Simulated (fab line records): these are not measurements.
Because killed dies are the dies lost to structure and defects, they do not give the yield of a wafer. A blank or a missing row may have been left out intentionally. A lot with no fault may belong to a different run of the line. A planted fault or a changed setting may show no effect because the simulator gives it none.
fab line records ; flow n5-finfet ; part 1 of 2: steps 1 to 3 of 6
[record] lots = 23; wafers = 69; last-day = 18
route steps=1938 shown BEOL_M14@1753 BEOL_M15@1790 MIM_BOT@1833 MIM_TOP@1836
lots that met no fault: from a run of the same line without faults
start-h: hours from the record's opening day to when the first of the lot's shown wafers began ; wait-h: hours since the lot's step before ; " same as the row above ; L1.1+2: several wafers, shown together as one row ; - no value, or no start given ; * or withheld: withheld ; < > ~ a bound
route shown NAME@n: a module of which the file shows steps, and the number in the route of the first ; usual: mean/standard deviation of fault-free wafers ; same: alike in all rows ; chamber/n: place in a boat ; sites: per-site readings ; _std_site: the values' standard deviation ; _edge_site: inner sites' mean taken away from outer sites' mean ; radius-mm: how far each site lies from the wafer's centre ; mask NAME#n: copy n ; behind: tool/chamber where the wafer was last shaped ; hold: why the lot went on hold/how many hours it stayed there/how the hold came to an end ; device: transistor that didn't switch, given as n, p or np ; end of line: the tests these same wafers got at the end of their route ; a step with no rows: only its recipe ; killed: at the first sort, the dies lost to defects and structure; wafer yield is something else ; map: a wafer's dies, x killed, . not, _ none there
set.NAME: the setting as run; set.NAME@STEP: as run at that earlier step ; model.NAME: the simulator's own value behind a step, which no gauge read
route steps across a sampled set of lots; one table per step, one row per wafer
services: when a tool's chamber went out of use (start-h, in hours from the record's first day, below 0 if earlier), for how many hours, and the reason
[[steps]]
[step N5_BEOL_M14_TRENCH_ETCH_34]
[recipe] chemistry = C4F8/O2/Ar; target = SiO2; target-depth-a = 5566.5; mask-material = SOC; he-inner-torr = 15; he-outer-torr = 30; time-s = 126.9; ion-energy-ev = 800; pressure-mtorr = 20; source-w = 1905; bias-w = 2040; Ar_flow_sccm = 400; C4F8_flow_sccm = 16; O2_flow_sccm = 12
[usual] chamber-pressure-mTorr = 20.000/0.018; drypump-motor-current-A = 5.5/0.46; oes-product-au = 0.76/0.054; rf-vpp-V = 2214/41; showerhead-plenum-p-Torr = 3.42/0.088; throttle-valve-pct = 30.9/0.33
lot.wafer;tool;chamber;start-h;wait-h;chamber-pressure-mTorr;drypump-motor-current-A;oes-product-au;rf-hours-counter-h;rf-vpp-V;showerhead-plenum-p-Torr;throttle-valve-pct
L074.4;rie-diel-02;2;250.55;0.0;19.987;5.1;0.88;54;2142;3.35;31.3
L074.5;rie-diel-02;1;250.55;0.0;20.008;5.0;0.81;-;2213;3.38;31.2
L074.6;rie-diel-02;2;250.55;0.0;20.013;5.1;0.87;-;2142;3.35;31.3
L075.2;rie-diel-03;2;256.84;0.0;20.001;5.6;0.84;58;2204;3.49;30.6
L075.4;rie-diel-03;0;256.84;0.0;20.014;5.5;0.81;98;2259;3.58;30.2
L075.6;rie-diel-03;3;256.84;0.0;20.022;6.0;0.74;-;2200;3.42;30.6
L076.2;rie-diel-03;3;267.32;0.0;19.996;6.0;0.72;163;2199;3.41;30.6
L076.3;rie-diel-03;1;267.32;0.0;20.006;6.1;0.84;70;2288;3.50;30.7
L076.5;rie-diel-03;0;267.32;0.0;19.978;5.5;0.79;-;2258;3.58;30.2
L079.3;rie-diel-02;0;291.18;0.0;19.979;5.4;0.68;194;2205;3.42;31.1
L079.4;rie-diel-02;2;291.18;0.0;19.992;5.1;0.85;68;2140;3.34;31.3
L079.5;rie-diel-02;3;291.18;0.0;20.014;5.4;0.73;-;2202;3.54;30.8
L078.2;rie-diel-06;1;295.94;0.0;19.979;4.9;0.70;203;2278;3.27;31.0
L078.5;rie-diel-06;1;295.94;0.0;20.007;4.9;0.70;-;2280;3.27;31.0
L078.6;rie-diel-06;2;295.94;0.0;20.000;5.5;0.76;-;2220;3.33;31.0
L082.1;rie-diel-02;0;296.41;0.0;20.006;5.4;0.69;197;2205;3.42;31.1
L082.3;rie-diel-02;3;296.41;0.0;20.005;5.4;0.74;186;2201;3.54;30.8
L082.5;rie-diel-02;1;296.41;0.0;19.996;5.1;0.78;-;2215;3.37;31.2
L080.2;rie-diel-03;3;303.23;0.0;20.036;6.0;0.73;176;2200;3.41;30.6
L080.5;rie-diel-03;3;303.23;0.0;19.998;6.0;0.73;-;2199;3.41;30.6
L080.6;rie-diel-03;0;303.23;0.0;20.003;5.5;0.81;-;2258;3.57;30.2
L081.2;rie-diel-03;2;310.87;0.0;19.974;5.6;0.81;76;2202;3.48;30.6
L081.4;rie-diel-03;0;310.87;0.0;20.013;5.5;0.80;-;2257;3.57;30.2
L081.5;rie-diel-03;2;310.87;0.0;19.971;5.6;0.81;-;2205;3.48;30.6
L085.1;rie-diel-02;2;317.53;0.0;19.986;5.1;0.84;77;2140;3.34;31.3
L085.2;rie-diel-02;1;317.53;0.0;19.984;5.1;0.78;89;2212;3.37;31.2
L085.6;rie-diel-02;1;317.53;0.0;20.002;5.0;0.78;-;2214;3.37;31.2
L083.1;rie-diel-02;3;320.05;0.0;19.995;5.4;0.71;194;2200;3.54;30.8
L083.3;rie-diel-02;2;320.05;0.0;19.971;5.1;0.84;79;2139;3.34;31.3
L083.4;rie-diel-02;1;320.05;0.0;20.024;5.0;0.77;90;2212;3.37;31.2
L087.3;rie-diel-03;2;329.24;0.0;20.012;5.6;0.80;83;2202;3.48;30.6
L087.4;rie-diel-03;1;329.24;0.0;20.015;6.1;0.81;93;2284;3.48;30.7
L087.5;rie-diel-03;0;329.24;0.0;20.038;5.5;0.78;-;2257;3.56;30.2
L086.3;rie-diel-02;2;331.62;0.0;20.020;5.1;0.83;82;2140;3.34;31.3
L086.4;rie-diel-02;1;331.62;0.0;20.000;5.0;0.76;94;2212;3.37;31.2
L086.5;rie-diel-02;1;331.62;0.0;20.013;5.1;0.77;-;2212;3.37;31.2
L084.2;rie-diel-06;3;333.95;0.0;20.001;6.6;0.75;140;2226;3.46;31.3
L084.4;rie-diel-06;2;333.95;0.0;19.987;5.4;0.75;147;2217;3.32;31.0
L084.6;rie-diel-06;1;333.95;0.0;19.988;4.8;0.71;-;2279;3.27;31.0
L088.2;rie-diel-02;0;335.00;0.0;19.981;5.4;0.67;209;2204;3.41;31.1
L088.4;rie-diel-02;1;335.00;0.0;19.996;5.0;0.76;95;2213;3.37;31.2
L088.5;rie-diel-02;3;335.00;0.0;19.988;5.4;0.71;-;2201;3.54;30.8
L089.2;rie-diel-02;2;338.92;0.0;19.993;5.1;0.83;85;2141;3.34;31.3
L089.3;rie-diel-02;0;338.92;0.0;19.991;5.4;0.68;210;2204;3.41;31.1
L089.5;rie-diel-02;1;338.92;0.0;20.015;5.1;0.76;-;2212;3.37;31.2
L090.3;rie-diel-03;0;358.19;0.0;20.013;5.5;0.77;135;2257;3.56;30.3
L090.4;rie-diel-03;3;358.19;0.0;19.991;6.0;0.71;192;2198;3.40;30.6
L090.5;rie-diel-03;2;358.19;0.0;19.997;5.6;0.79;-;2202;3.47;30.6
L091.1;rie-diel-06;0;363.65;0.0;20.032;6.2;0.80;99;2188;3.35;31.2
L091.2;rie-diel-06;3;363.65;0.0;20.011;6.6;0.75;149;2227;3.45;31.3
L091.3;rie-diel-06;1;363.65;0.0;19.986;4.8;0.68;228;2276;3.26;31.0
L092.1;rie-diel-02;3;364.42;0.0;19.976;5.4;0.71;208;2201;3.53;30.8
L092.2;rie-diel-02;0;364.42;0.0;20.032;5.4;0.67;221;2204;3.40;31.1
L092.3;rie-diel-02;2;364.42;0.0;19.972;5.1;0.82;95;2141;3.33;31.3
L093.2;rie-diel-03;1;375.25;0.0;20.017;6.1;0.78;110;2286;3.48;30.7
L093.3;rie-diel-03;0;375.25;0.0;19.980;5.5;0.76;141;2256;3.56;30.3
L093.4;rie-diel-03;3;375.25;0.0;19.998;6.0;0.71;198;2198;3.40;30.7
L094.1;rie-diel-06;3;382.24;0.0;19.986;6.6;0.75;155;2227;3.45;31.3
L094.5;rie-diel-06;0;382.24;0.0;19.984;6.2;0.78;-;2189;3.35;31.3
L094.6;rie-diel-06;3;382.24;0.0;20.030;6.6;0.74;-;2227;3.45;31.3
L097.2;rie-diel-02;1;393.28;0.0;20.027;5.1;0.75;117;2212;3.36;31.2
L097.4;rie-diel-02;2;393.28;0.0;20.021;5.1;0.81;105;2139;3.33;31.3
L097.5;rie-diel-02;3;393.28;0.0;20.007;5.4;0.70;-;2200;3.53;30.9
L095.2;rie-diel-06;2;396.39;0.0;19.992;5.4;0.74;166;2217;3.31;31.0
L095.3;rie-diel-06;3;396.39;0.0;19.988;6.6;0.74;159;2227;3.45;31.3
L095.4;rie-diel-06;0;396.39;0.0;20.021;6.2;0.78;109;2188;3.35;31.3
L096.1;rie-diel-02;0;398.81;0.0;19.991;5.4;0.66;233;2203;3.40;31.1
L096.2;rie-diel-02;2;398.81;0.0;19.995;5.1;0.81;107;2139;3.32;31.3
L096.4;rie-diel-02;1;398.81;0.0;19.997;5.0;0.75;119;2210;3.35;31.2
[step N5_BEOL_M15_STRIP_64]
[recipe] chemistry = O2; power-w = 600; temp-c = 60; pressure-mtorr = 30; rf-frequency-hz = 6e+07; bias-power-w = 0; overash-fraction = 0.3; o2-flow-sccm = 225
[usual] chamber-pressure-mTorr = 30.00/0.03; drypump-motor-current-A = 5.7/0.31; oes-product-au = 0.81/0.1; rf-vpp-V = 3.7/0.51; showerhead-plenum-p-Torr = 2.08/0.051; throttle-valve-pct = 16.58/0.16
lot.wafer;tool;chamber;start-h;wait-h;chamber-pressure-mTorr;drypump-motor-current-A;oes-product-au;rf-hours-counter-h;rf-vpp-V;showerhead-plenum-p-Torr;throttle-valve-pct
L074.4;rie-diel-04;0;-;-;30.01;5.6;0.96;-;2.8;2.15;16.37
L074.5;rie-diel-04;3;-;-;30.00;5.9;0.91;-;3.1;2.13;16.41
L074.6;rie-diel-04;2;-;-;30.00;6.2;0.85;-;3.3;2.06;16.23
L075.2;rie-diel-04;0;-;-;30.04;5.7;0.95;10;3.4;2.15;16.38
L075.4;rie-diel-04;3;-;-;30.00;5.9;0.91;-;3.5;2.13;16.40
L075.6;rie-diel-04;2;-;-;30.01;6.2;0.84;-;4.1;2.06;16.23
L076.2;rie-diel-05;1;-;-;29.99;5.2;0.72;172;3.3;2.10;16.54
L076.3;rie-diel-05;3;-;-;29.99;5.6;0.66;238;2.7;2.08;16.87
L076.5;rie-diel-05;2;-;-;30.00;5.8;0.69;-;3.1;2.07;16.79
L079.3;rie-diel-04;2;-;-;29.98;6.2;0.82;66;3.4;2.05;16.27
L079.4;rie-diel-04;1;-;-;29.99;6.3;0.99;1;4.2;2.15;16.47
L079.5;rie-diel-04;1;-;-;29.97;6.3;1.00;-;3.4;2.15;16.45
L078.2;rie-diel-01;2;-;-;30.02;5.4;0.97;2;4.6;2.06;16.68
L078.5;rie-diel-01;1;-;-;30.06;5.5;0.70;-;4.1;2.08;16.74
L078.6;rie-diel-01;2;-;-;30.05;5.4;0.97;-;3.8;2.06;16.69
L082.1;rie-diel-04;2;-;-;30.00;6.2;0.82;69;3.1;2.05;16.26
L082.3;rie-diel-04;0;-;-;29.92;5.7;0.92;27;3.6;2.14;16.42
L082.5;rie-diel-04;0;-;-;29.99;5.7;0.91;-;2.7;2.14;16.40
L080.2;rie-diel-01;2;-;-;29.99;5.3;0.95;6;4.1;2.06;16.69
L080.5;rie-diel-01;0;-;-;29.97;5.3;0.77;-;5.2;2.11;16.65
L080.6;rie-diel-01;1;-;-;30.02;5.6;0.70;-;3.8;2.08;16.74
L081.2;rie-diel-01;1;-;-;29.92;5.6;0.70;217;2.6;2.08;16.76
L081.4;rie-diel-01;0;-;-;30.00;5.3;0.78;110;2.8;2.11;16.66
L081.5;rie-diel-01;3;-;-;29.95;5.6;0.69;-;3.6;2.00;16.61
L085.1;rie-diel-01;0;-;-;29.95;5.3;0.77;111;3.7;2.10;16.66
L085.2;rie-diel-01;3;-;-;30.02;5.7;0.69;188;3.8;2.00;16.61
L085.6;rie-diel-01;0;-;-;29.98;5.3;0.77;-;4.2;2.10;16.65
L083.1;rie-diel-04;0;-;-;29.96;5.6;0.90;36;3.1;2.14;16.43
L083.3;rie-diel-04;2;-;-;29.98;6.2;0.82;77;3.9;2.05;16.26
L083.4;rie-diel-04;1;-;-;30.01;6.3;0.95;14;3.7;2.14;16.50
L087.3;rie-diel-01;3;-;-;30.01;5.7;0.69;192;3.8;1.99;16.63
L087.4;rie-diel-01;0;-;-;29.95;5.3;0.76;115;4.4;2.10;16.66
L087.5;rie-diel-01;1;-;-;29.99;5.6;0.69;-;4.5;2.08;16.75
L086.3;rie-diel-01;0;-;-;29.99;5.3;0.77;115;3.4;2.10;16.67
L086.4;rie-diel-01;2;-;-;30.04;5.3;0.93;15;3.5;2.06;16.71
L086.5;rie-diel-01;1;-;-;30.01;5.5;0.70;-;4.7;2.08;16.75
L084.2;rie-diel-04;0;-;-;30.02;5.6;0.89;40;2.9;2.14;16.45
L084.4;rie-diel-04;1;-;-;30.06;6.3;0.95;17;3.6;2.14;16.50
L084.6;rie-diel-04;1;-;-;30.01;6.3;0.95;-;2.7;2.14;16.52
L088.2;rie-diel-01;2;-;-;29.96;5.4;0.92;16;3.7;2.06;16.73
L088.4;rie-diel-01;3;-;-;30.01;5.7;0.69;193;3.4;1.99;16.65
L088.5;rie-diel-01;0;-;-;29.98;5.3;0.77;-;3.6;2.10;16.66
L089.2;rie-diel-04;3;-;-;30.02;5.9;0.86;46;3.6;2.12;16.44
L089.3;rie-diel-04;2;-;-;29.96;6.2;0.81;82;4.2;2.05;16.29
L089.5;rie-diel-04;1;-;-;29.97;6.2;0.94;-;3.6;2.14;16.50
L090.3;rie-diel-04;1;-;-;29.97;6.3;0.92;24;3.5;2.14;16.50
L090.4;rie-diel-04;3;-;-;30.00;5.9;0.85;52;4.1;2.12;16.45
L090.5;rie-diel-04;0;-;-;30.03;5.7;0.86;-;3.1;2.13;16.45
L091.1;rie-diel-01;1;-;-;30.00;5.5;0.70;234;4.0;2.07;16.78
L091.2;rie-diel-01;0;-;-;29.95;5.3;0.77;125;2.9;2.10;16.69
L091.3;rie-diel-01;2;-;-;30.02;5.4;0.90;26;3.2;2.05;16.73
L092.1;rie-diel-01;2;-;-;29.99;5.3;0.90;26;4.2;2.05;16.73
L092.2;rie-diel-01;0;-;-;29.99;5.3;0.76;125;4.5;2.10;16.69
L092.3;rie-diel-01;3;-;-;30.03;5.7;0.69;202;3.7;1.99;16.63
L093.2;rie-diel-05;0;-;-;29.99;5.4;0.82;79;3.1;2.22;16.67
L093.3;rie-diel-05;3;-;-;29.97;5.6;0.99;4;3.8;2.07;16.43
L093.4;rie-diel-05;1;-;-;29.98;5.2;0.70;204;3.5;2.09;16.60
L094.1;rie-diel-01;0;-;-;29.95;5.3;0.75;131;4.2;2.10;16.69
L094.5;rie-diel-01;2;-;-;30.00;5.4;0.88;-;4.0;2.05;16.74
L094.6;rie-diel-01;3;-;-;29.99;5.7;0.68;-;3.3;1.99;16.66
L097.2;rie-diel-01;0;-;-;29.98;5.3;0.75;133;4.3;2.10;16.70
L097.4;rie-diel-01;2;-;-;29.99;5.4;0.89;36;3.7;2.05;16.76
L097.5;rie-diel-01;2;-;-;29.98;5.4;0.88;-;3.7;2.05;16.78
L095.2;rie-diel-01;3;-;-;30.00;5.7;0.69;212;3.4;1.99;16.65
L095.3;rie-diel-01;2;-;-;29.99;5.4;0.89;37;3.5;2.05;16.74
L095.4;rie-diel-01;1;-;-;30.06;5.5;0.68;244;3.2;2.07;16.81
L096.1;rie-diel-05;1;-;-;29.95;5.2;0.70;211;3.8;2.09;16.60
L096.2;rie-diel-05;3;-;-;30.02;5.6;0.95;11;4.0;2.07;16.44
L096.4;rie-diel-05;0;-;-;30.01;5.4;0.81;86;3.8;2.22;16.68
[step N5_BEOL_M15_ETCH_57]
[recipe] chemistry = N2/H2; target = SOC; source-w = 3000; bias-w = 350; time-s = 750; ion-energy-ev = 200; pressure-mtorr = 30; n2-flow-sccm = 200; h2-flow-sccm = 200
[usual] chamber-pressure-mTorr = 30.002/0.027; drypump-motor-current-A = 5.6/0.31; oes-product-au = 0.81/0.11; rf-vpp-V = 523.6/2.2; showerhead-plenum-p-Torr = 2.54/0.074; throttle-valve-pct = 17.66/0.14
lot.wafer;tool;chamber;start-h;wait-h;chamber-pressure-mTorr;drypump-motor-current-A;oes-product-au;rf-hours-counter-h;rf-vpp-V;showerhead-plenum-p-Torr;throttle-valve-pct
L074.4;rie-diel-04;3;256.02;-;29.984;5.9;0.91;-;525.6;2.60;17.63
L074.5;rie-diel-04;2;256.02;-;29.968;6.2;0.84;-;521.1;2.48;17.31
L074.6;rie-diel-04;0;256.02;-;30.011;5.7;0.96;-;525.1;2.62;17.54
L075.2;rie-diel-04;0;261.21;-;30.015;5.6;0.96;10;526.3;2.62;17.57
L075.4;rie-diel-04;3;261.21;-;30.006;5.9;0.90;-;526.0;2.60;17.64
L075.6;rie-diel-04;2;261.21;-;30.041;6.2;0.84;-;520.4;2.48;17.30
L076.2;rie-diel-05;2;272.85;-;29.973;5.9;0.70;240;523.0;2.51;17.85
L076.3;rie-diel-05;0;272.85;-;30.019;5.4;0.85;51;527.9;2.70;17.68
L076.5;rie-diel-05;2;272.85;-;29.992;5.9;0.70;-;522.3;2.51;17.83
L079.3;rie-diel-04;3;295.21;-;30.008;5.9;0.88;30;525.4;2.60;17.67
L079.4;rie-diel-04;1;295.21;-;30.034;6.3;1.00;2;525.8;2.59;17.49
L079.5;rie-diel-04;0;295.21;-;29.965;5.6;0.92;-;526.1;2.61;17.58
L078.2;rie-diel-01;3;303.33;-;29.968;5.7;0.69;180;520.1;2.42;17.72
L078.5;rie-diel-01;3;303.33;-;29.985;5.7;0.69;-;521.6;2.42;17.72
L078.6;rie-diel-01;2;303.33;-;30.026;5.4;0.96;-;522.0;2.50;17.82
L082.1;rie-diel-01;1;303.84;-;30.069;5.5;0.71;211;523.4;2.52;17.77
L082.3;rie-diel-01;3;303.84;-;29.959;5.6;0.70;181;521.2;2.42;17.70
L082.5;rie-diel-01;0;303.84;-;29.987;5.3;0.78;-;525.3;2.54;17.67
L080.2;rie-diel-01;3;310.18;-;29.963;5.7;0.69;184;520.9;2.42;17.73
L080.5;rie-diel-01;2;310.18;-;29.975;5.4;0.95;-;522.7;2.50;17.81
L080.6;rie-diel-01;3;310.18;-;29.995;5.7;0.69;-;520.4;2.42;17.72
L081.2;rie-diel-05;1;318.19;-;30.051;5.3;0.72;183;523.0;2.53;17.60
L081.4;rie-diel-05;0;318.19;-;30.013;5.4;0.84;-;527.7;2.69;17.67
L081.5;rie-diel-05;3;318.19;-;29.994;5.6;0.65;-;523.9;2.50;17.84
L085.1;rie-diel-05;0;321.24;-;30.012;5.4;0.84;60;527.4;2.69;17.69
L085.2;rie-diel-05;3;321.24;-;29.964;5.6;0.66;250;522.1;2.50;17.84
L085.6;rie-diel-05;3;321.24;-;29.977;5.6;0.66;-;523.3;2.50;17.86
L083.1;rie-diel-01;1;327.65;-;30.033;5.5;0.71;220;522.9;2.51;17.80
L083.3;rie-diel-01;2;327.65;-;30.005;5.4;0.93;12;521.6;2.50;17.82
L083.4;rie-diel-01;3;327.65;-;30.047;5.7;0.69;189;522.0;2.42;17.73
L087.3;rie-diel-05;3;335.05;-;30.007;5.6;0.65;254;522.6;2.50;17.86
L087.4;rie-diel-05;3;335.05;-;30.023;5.6;0.65;-;522.5;2.50;17.84
L087.5;rie-diel-05;0;335.05;-;30.021;5.4;0.84;-;528.0;2.69;17.68
L086.3;rie-diel-01;2;336.01;-;29.997;5.4;0.93;15;522.0;2.49;17.81
L086.4;rie-diel-01;1;336.01;-;30.030;5.5;0.70;223;522.4;2.51;17.80
L086.5;rie-diel-01;3;336.01;-;30.084;5.7;0.69;-;522.0;2.42;17.74
L084.2;rie-diel-05;1;337.90;-;30.044;5.2;0.71;191;524.9;2.53;17.63
L084.4;rie-diel-05;1;337.90;-;30.003;5.2;0.71;-;522.8;2.53;17.63
L084.6;rie-diel-05;3;337.90;-;29.969;5.6;0.66;-;522.3;2.50;17.86
L088.2;rie-diel-01;3;338.45;-;29.995;5.7;0.69;193;520.2;2.42;17.73
L088.4;rie-diel-01;2;338.45;-;30.003;5.4;0.92;16;522.1;2.49;17.82
L088.5;rie-diel-01;1;338.45;-;30.013;5.5;0.70;-;523.1;2.51;17.82
L089.2;rie-diel-04;2;343.51;-;30.000;6.2;0.81;82;521.0;2.47;17.37
L089.3;rie-diel-04;1;343.51;-;29.988;6.3;0.93;19;526.6;2.59;17.51
L089.5;rie-diel-04;2;343.51;-;29.988;6.2;0.81;-;522.6;2.47;17.38
L090.3;rie-diel-05;1;362.84;-;29.988;5.2;0.70;199;522.2;2.53;17.63
L090.4;rie-diel-05;1;362.84;-;30.033;5.3;0.71;-;523.7;2.53;17.63
L090.5;rie-diel-05;0;362.84;-;30.008;5.4;0.83;-;526.5;2.69;17.71
L091.1;rie-diel-05;3;367.70;-;29.981;5.6;1.00;1;521.7;2.50;17.39
L091.2;rie-diel-05;1;367.70;-;29.983;5.2;0.70;201;523.4;2.53;17.63
L091.3;rie-diel-05;2;367.70;-;29.996;5.9;0.93;7;522.0;2.50;17.48
L092.1;rie-diel-01;1;369.23;-;29.998;5.5;0.68;234;523.5;2.51;17.82
L092.2;rie-diel-01;3;369.23;-;29.997;5.7;0.68;202;519.9;2.42;17.74
L092.3;rie-diel-01;0;369.23;-;30.011;5.3;0.76;125;524.8;2.53;17.68
L093.2;rie-diel-01;1;381.68;-;29.991;5.5;0.69;238;522.3;2.51;17.83
L093.3;rie-diel-01;3;381.68;-;29.974;5.7;0.68;206;519.4;2.41;17.77
L093.4;rie-diel-01;2;381.68;-;30.020;5.4;0.89;30;522.6;2.49;17.85
L094.1;rie-diel-05;1;386.76;-;30.001;5.2;0.69;206;522.8;2.52;17.65
L094.5;rie-diel-05;0;386.76;-;29.958;5.4;0.82;-;528.6;2.68;17.70
L094.6;rie-diel-05;1;386.76;-;29.977;5.2;0.69;-;523.6;2.52;17.65
L097.2;rie-diel-04;2;396.84;-;30.013;6.2;0.79;97;521.6;2.46;17.39
L097.4;rie-diel-04;0;396.84;-;30.000;5.7;0.87;57;525.3;2.60;17.62
L097.5;rie-diel-04;3;396.84;-;30.023;5.9;0.84;-;523.8;2.58;17.71
L095.2;rie-diel-04;2;400.52;-;30.033;6.2;0.80;99;520.6;2.46;17.37
L095.3;rie-diel-04;0;400.52;-;30.000;5.7;0.86;59;524.7;2.60;17.64
L095.4;rie-diel-04;1;400.52;-;30.013;6.3;0.92;36;525.5;2.58;17.55
L096.1;rie-diel-05;1;403.96;-;29.976;5.2;0.69;211;523.2;2.52;17.65
L096.2;rie-diel-05;0;403.96;-;30.009;5.4;0.81;86;527.9;2.68;17.72
L096.4;rie-diel-05;2;403.96;-;29.984;5.9;0.90;18;521.8;2.49;17.50
